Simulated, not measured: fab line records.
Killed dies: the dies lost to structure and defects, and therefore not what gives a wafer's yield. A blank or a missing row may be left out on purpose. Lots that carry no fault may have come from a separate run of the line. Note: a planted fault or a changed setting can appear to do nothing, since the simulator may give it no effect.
fab line records + flow n5-finfet
record
- lots=4
- wafers=12
- last-day=16
route steps=1938 shown BEOL_M3@1011 BEOL_M4@1021
lots with no fault: from the same line, run without faults
start-h: start of the lot's first displayed wafer, in hours after the record's first day + wait-h: time in hours since the lot's previous step + " as in the row above + L1.1+2: one row covering several wafers at once + - no value present, or no start provided + * or withheld: withheld + < > ~ a bound
route shown NAME@n: a module of which the file shows steps, and the number in the route of the first + usual: the fault-free wafers' mean and standard deviation + same: alike in all rows + chamber/n: place in a boat + sites: the reading at each site + _std_site: their standard deviation + _edge_site: mean of outer sites minus mean of inner sites + radius-mm: how far each site lies from the wafer's centre + mask NAME#n: copy n + behind: tool/chamber where the wafer was last shaped + hold: cause of the lot's hold/its duration in hours/its outcome + device: transistor that didn't switch, given as n, p or np + end of line: tests of these same wafers at the route's end + step lacking rows: just its recipe + killed: dies lost to structure and defects at the first sort, not the wafer's yield + map: the dies of a wafer, with x for killed, . for not killed, _ for no die there
set.NAME: the run value of the setting; set.NAME@STEP: its run value at that earlier step + model.NAME: the simulator's own value behind a step, which no gauge read
certain route steps with their lots: each step a table, each wafer a row
services: from which hour (start-h, from the record's first day; less than 0 if before it) a tool's chamber was out of use, for how many hours, and why
## steps
# step N5_BEOL_M3_ECD_50
# recipe
- material=Cu
- target-thk-a=3000
# step N5_BEOL_M3_ANNEAL_51
# recipe
- temp-c=225
- time-s=90
- ambient=N2
# step N5_BEOL_M3_CMP_52
# recipe
- stop-on=SiOC
- t-overpolish-s=6.8
- down-force-psi=1
- platen-rpm=50
- clearing-platen-down-force-psi=1.5
- clearing-platen-rpm=50
- post-cmp-clean=cu-alkaline
- target-thk-nm=40
- clearing-platen-pad-velocity-m-s=0.99484
- pad-velocity-m-s=0.99484
# step N5_BEOL_M3_PRE_CLEAN_60
# recipe
- gas=NH3/H2
- time-s=15
- temp-c=*
- rf-power-w=300
# step N5_BEOL_M3_CO_CAP_55
# recipe
- material=Co
- target-thk-a=20
- temp-c=200
- precursor=CCTBA/H2
- pressure-torr=30
- time-s=102.1
# step N5_BEOL_M3_PRE_CLEAN_56
# recipe
- gas=NH3
- time-s=15
- temp-c=withheld
- rf-power-w=300
# step N5_BEOL_M3_DEP_57
# recipe
- material=SiCN
- target-thk-a=80
- temp-c=withheld
- precursor=3MS/NH3
- pressure-torr=3
- rf-w=202
- time-s=14
# step N5_BEOL_M4_ILD_DEP_00
# recipe
- material=SiOC
- target-thk-a=790
- temp-c=350
- precursor=DEMS/O2
- pressure-torr=5
- rf-w=500
- time-s=15.3
# step N5_BEOL_M4_PECVD_72
# recipe
- material=SiO2
- target-thk-a=160
- temp-c=400
- precursor=TEOS/O2
- pressure-torr=5.5
- rf-w=450
- teos-flow-sccm=53.8
- gas=O2
- flow-sccm=3000
- time-s=18
# usual
- heater-power-w=714/85
- showerhead-plenum-p-Torr=8.80/0.048
- susceptor-temp-C=400.00/0.25
- throttle-valve-pct=22.4/1.1
| lot.wafer | tool     | chamber | start-h | wait-h | heater-power-w | showerhead-plenum-p-Torr | susceptor-temp-C | throttle-valve-pct | model.SiO2_of_BEOL_M4_PECVD_72.thk-nm |
|-----------|----------|---------|---------|--------|----------------|--------------------------|------------------|--------------------|---------------------------------------|
| L441.3    | pecvd-04 | 0       | 213.82  | 0.0    | 765            | 8.79                     | 399.89           | 21.7               | 15.8                                  |
| L441.4    | "        | 2       | "       | "      | 605            | 8.85                     | 399.90           | 22.4               | 15.8                                  |
| L441.5    | "        | 1       | "       | "      | 820            | 8.79                     | 400.08           | 24.6               | 16.2                                  |
| L448.1    | pecvd-04 | 2       | 242.91  | 0.0    | 663            | 8.86                     | 399.93           | 22.3               | 16.2                                  |
| L448.3    | "        | 0       | "       | "      | 686            | 8.80                     | 403.69           | 21.5               | 15.4                                  |
| L448.5    | "        | 2       | "       | "      | 672            | 8.84                     | 400.01           | 22.4               | 16.4                                  |
| L447.1    | pecvd-04 | 1       | 249.33  | 0.0    | 743            | 8.79                     | 400.09           | 24.5               | 16                                    |
| L447.3    | "        | 0       | "       | "      | 778            | 8.82                     | 403.62           | 21.4               | 15.4                                  |
| L447.5    | "        | 2       | "       | "      | 699            | 8.83                     | 399.94           | 22.5               | 16.4                                  |
| L452.1    | pecvd-01 | 2       | 273.46  | 0.0    | 754            | 8.85                     | 400.20           | 21.6               | 15.8                                  |
| L452.4    | "        | 0       | "       | "      | 721            | 8.75                     | 399.67           | 21.5               | 16                                    |
| L452.6    | "        | 2       | "       | "      | 778            | 8.87                     | 399.99           | 21.9               | 16                                    |
# step N5_BEOL_M4_HM_DEP_02
# recipe
- material=TiN
- target-thk-a=200
- temp-c=25
- chamber-pressure-pa=0.49996
# step N5_BEOL_M4_COAT_61
# recipe
- resist=SOC
- temp-c=250
- time-s=60
- spin-rpm=1500
- resist-thk-nm=60
# step N5_BEOL_M4_COAT_62
# recipe
- resist=SiARC
- temp-c=220
- time-s=60
- spin-rpm=1500
- resist-thk-nm=12
# step N5_BEOL_M4_COAT_73
# recipe
- resist=underlayer
- temp-c=205
- time-s=60
- spin-rpm=1500
- resist-thk-nm=5
# step N5_BEOL_M4_COAT_05
# recipe
- resist=CAR-EUV
- spin-rpm=1500
- resist-thk-nm=30
# step N5_BEOL_M4_EBR_07
# recipe
- solvent=PGMEA
- ebr-width-mm=1.5
# step N5_BEOL_M4_SOFTBAKE_06
# recipe
- temp-c=110
- time-s=60
- resist=CAR-EUV
# step N5_BEOL_M4_EXPOSE_08
# recipe
- mask-id=M4
- na=0.33
- source-shape=dipole
- sigma-inner=0.369
- sigma-outer=0.767
- polarization=unpolarized
- dose-mj=41.25
# step N5_BEOL_M4_PEB_09
# recipe
- peb-temp-c=100
- peb-time-s=60
- resist=CAR-EUV
# step N5_BEOL_M4_DEVELOP_10
# recipe
- develop-time-s=30
- developer=TMAH
- resist=CAR-EUV
- rinse-liquid=surfactant-rinse
- dry=air-spin
- dev-temp-c=23
# step N5_BEOL_M4_DESCUM_16
# recipe
- chemistry=O2
- time-s=7
- source-power-w=50
- bias-power-w=20
- pressure-mtorr=20
- rf-frequency-hz=2.712e+07
- temp-c=40
- resist=CAR-EUV
- o2-flow-sccm=225
# step N5_BEOL_M4_ETCH_74
# recipe
- chemistry=N2/H2
- target=underlayer
- target-depth-a=65
- mask-material=CAR-EUV
- time-s=5.2
- ion-energy-ev=200
- pressure-mtorr=30
- source-w=840
- bias-w=150
- n2-flow-sccm=200
- h2-flow-sccm=200
- ends=cleared
# step N5_BEOL_M4_ETCH_63
# recipe
- chemistry=CF4
- target=SiARC
- target-depth-a=156
- mask-material=CAR-EUV
- time-s=26
- ion-energy-ev=80
- pressure-mtorr=40
- source-w=545
- bias-w=36
- Ar_flow_sccm=100
- cf4-flow-sccm=100
- ends=cleared
# step N5_BEOL_M4_ETCH_64
# recipe
- chemistry=N2/H2
- target=SOC
- target-depth-a=750
- overetch-a=225
- mask-material=SiARC
- temp-c=40
- time-s=121.9
- ion-energy-ev=200
- pressure-mtorr=30
- source-w=840
- bias-w=150
- n2-flow-sccm=200
- h2-flow-sccm=200
# step N5_BEOL_M4_STRIP_65
# recipe
- chemistry=N2/H2
- temp-c=40
- n2-flow-sccm=200
- h2-flow-sccm=200
- rf-frequency-hz=6e+07
# step N5_BEOL_M4_STRIP_75
# recipe
- chemistry=N2/H2
- temp-c=40
- n2-flow-sccm=200
- h2-flow-sccm=200
- rf-frequency-hz=6e+07
# step N5_BEOL_M4_STRIP_66
# recipe
- chemistry=CF4
- resist=SiARC
- power-w=300
- bias-power-w=75
- pressure-mtorr=50
- cf4-flow-sccm=150
- rf-frequency-hz=6e+07
# step N5_BEOL_M4_HM_OPEN_17
# recipe
- chemistry=Cl2/BCl3
- target-depth-a=200
- overetch-a=60
- target=TiN
- mask-material=SOC
- ion-energy-ev=150
- pressure-mtorr=10
- icp-w=1000
- bias-w=126
- Cl2_flow_sccm=53.25
- bcl3-flow-sccm=21.75
- Ar_flow_sccm=25
# step N5_BEOL_M4_STRIP_19
# recipe
- chemistry=O2
- power-w=400
- temp-c=40
- pressure-mtorr=30
- rf-frequency-hz=6e+07
- bias-power-w=0
- overash-fraction=0.2
- o2-flow-sccm=225
# step N5_BEOL_M4_COAT_67
# recipe
- resist=SOC
- temp-c=250
- time-s=60
- spin-rpm=1500
- resist-thk-nm=60
# step N5_BEOL_M4_COAT_68
# recipe
- resist=SiARC
- temp-c=220
- time-s=60
- spin-rpm=1500
- resist-thk-nm=12
# step N5_BEOL_M4_COAT_76
# recipe
- resist=underlayer
- temp-c=205
- time-s=60
- spin-rpm=1500
- resist-thk-nm=5
# step N5_BEOL_M4_COAT_22
# recipe
- resist=CAR-EUV
- spin-rpm=1500
- resist-thk-nm=30
# step N5_BEOL_M4_EBR_24
# recipe
- solvent=PGMEA
- ebr-width-mm=1.5
# step N5_BEOL_M4_SOFTBAKE_23
# recipe
- temp-c=110
- time-s=60
- resist=CAR-EUV
# step N5_BEOL_M4_HM_STRIP_39
# recipe
- chemistry=peroxide-tin-strip
- material=TiN
- target-depth-a=250
- temp-c=50
- time-s=158
| lot.wafer | tool         | chamber | start-h | wait-h | model.SiO2_of_BEOL_M4_PECVD_72.thk-nm |
|-----------|--------------|---------|---------|--------|---------------------------------------|
| L441.3+4  | wet-bench-02 | 2,1     | 226.83  | 0.0    | 15.8                                  |
| L441.5    | "            | 3       | "       | "      | 16                                    |
| L448.1    | wet-bench-05 | 5       | 253.62  | 0.0    | 16                                    |
| L448.3    | "            | 3       | "       | "      | 15.2                                  |
| L448.5    | "            | 2       | "       | "      | 16.2                                  |
| L447.1    | wet-bench-02 | 6       | 258.34  | 0.0    | 15.8                                  |
| L447.3    | "            | 0       | "       | "      | 15.2                                  |
| L447.5    | "            | 2       | "       | "      | 16.2                                  |
| L452.1    | wet-bench-02 | 5       | 281.25  | 0.0    | 15.6                                  |
| L452.4+6  | "            | 4,1     | "       | "      | 15.8                                  |
# step N5_BEOL_M4_RC_MEAS_101
# usual
- DIBL_N=36.4/2.7
- DIBL_P=36/3.2
- IOFF_N=0.16/0.046
- IOFF_P=0.21/0.055
- ION_N=677/15
- ION_P=464/11
- SS_N=71.5/0.79
- SS_P=73.3/0.93
- VT_N=250/4.1
- VT_P=-251/4.4
| lot.wafer | tool      | chamber | start-h | wait-h | DIBL_N[mV/V] | DIBL_P[mV/V] | IOFF_N[nA/um] | IOFF_P[nA/um] | ION_N[uA/um] | ION_P[uA/um] | SS_N[mV/dec] | SS_P[mV/dec] | VT_N[mV] | VT_P[mV] |
|-----------|-----------|---------|---------|--------|--------------|--------------|---------------|---------------|--------------|--------------|--------------|--------------|----------|----------|
| L441.3    | prober-01 | 0       | 232.87  | 0.3    | 34.3         | 36           | 0.13          | 0.19          | 670          | 461          | 71.3         | 72.5         | 254      | -252     |
| L441.4    | "         | 0       | "       | "      | 32.7         | 34           | 0.11          | 0.17          | 662          | 457          | 70.7         | 71.9         | 253      | -253     |
| L441.5    | "         | 0       | "       | "      | 32.1         | 33           | 0.11          | 0.16          | 672          | 463          | 70.8         | 72.1         | 253      | -250     |
| L448.1    | prober-02 | 0       | 257.40  | 0.0    | 34.2         | 33           | 0.13          | 0.16          | 670          | 453          | 71.5         | 72.8         | 251      | -258     |
| L448.3    | "         | 0       | "       | "      | 38.2         | 38           | 0.22          | 0.24          | 673          | 454          | 72.6         | 74.0         | 245      | -249     |
| L448.5    | "         | 0       | "       | "      | 35.3         | 36           | 0.15          | 0.20          | 663          | 460          | 71.2         | 73.5         | 253      | -252     |
| L447.1    | prober-01 | 0       | 263.35  | 0.0    | 38.0         | 41           | 0.18          | 0.25          | 672          | 468          | 72.4         | 74.0         | 250      | -250     |
| L447.3    | "         | 0       | "       | "      | 39.4         | 42           | 0.23          | 0.27          | 703          | 481          | 73.0         | 74.3         | 247      | -248     |
| L447.5    | "         | 0       | "       | "      | 36.7         | 39           | 0.17          | 0.23          | 686          | 469          | 71.8         | 74.1         | 250      | -251     |
| L452.1    | prober-02 | 0       | 286.58  | 0.0    | 35.4         | 37           | 0.14          | 0.16          | 681          | 463          | 71.3         | 72.8         | 253      | -256     |
| L452.4    | "         | 0       | "       | "      | 38.2         | 39           | 0.18          | 0.19          | 675          | 451          | 72.4         | 73.8         | 248      | -256     |
| L452.6    | "         | 0       | "       | "      | 36.8         | 38           | 0.14          | 0.16          | 671          | 449          | 72.4         | 72.8         | 254      | -257     |
## services
| tool     | chamber | start-h | hours | kind   |
|----------|---------|---------|-------|--------|
| pecvd-01 | -       | 224.41  | 0.5   | repair |
| pecvd-01 | 1       | 254.45  | 48.9  | repair |
| pecvd-01 | 2       | 264.95  | 6.6   | repair |
## key
first-sign
- step=N5_BEOL_M4_PECVD_72
- reading=susceptor-temp-C
- direction=up
- sigmas=15
- usual=*
- struck=*
effect none on later readings
model-effect
- step=N5_BEOL_M4_PECVD_72
- value=SiO2_of_BEOL_M4_PECVD_72.thk-nm
- without=15.8
- struck=15.4
model-effect
- step=N5_BEOL_M4_HM_STRIP_39
- value=SiO2_of_BEOL_M4_PECVD_72.thk-nm
- without=15.6
- struck=15.2
met-at N5_BEOL_M4_PECVD_72
struck-wafers L447.3,L448.3
onset-between 213.82 242.91
fault
- kind=process-parameter-drift
- tool=pecvd-04
- chamber=0
- onset-h=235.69
- steps=N5_BEOL_M4_PECVD_72
- channel=temp-c
- offset=*
- shape=step
- end-h=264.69
- acts-in=*
- stated=*
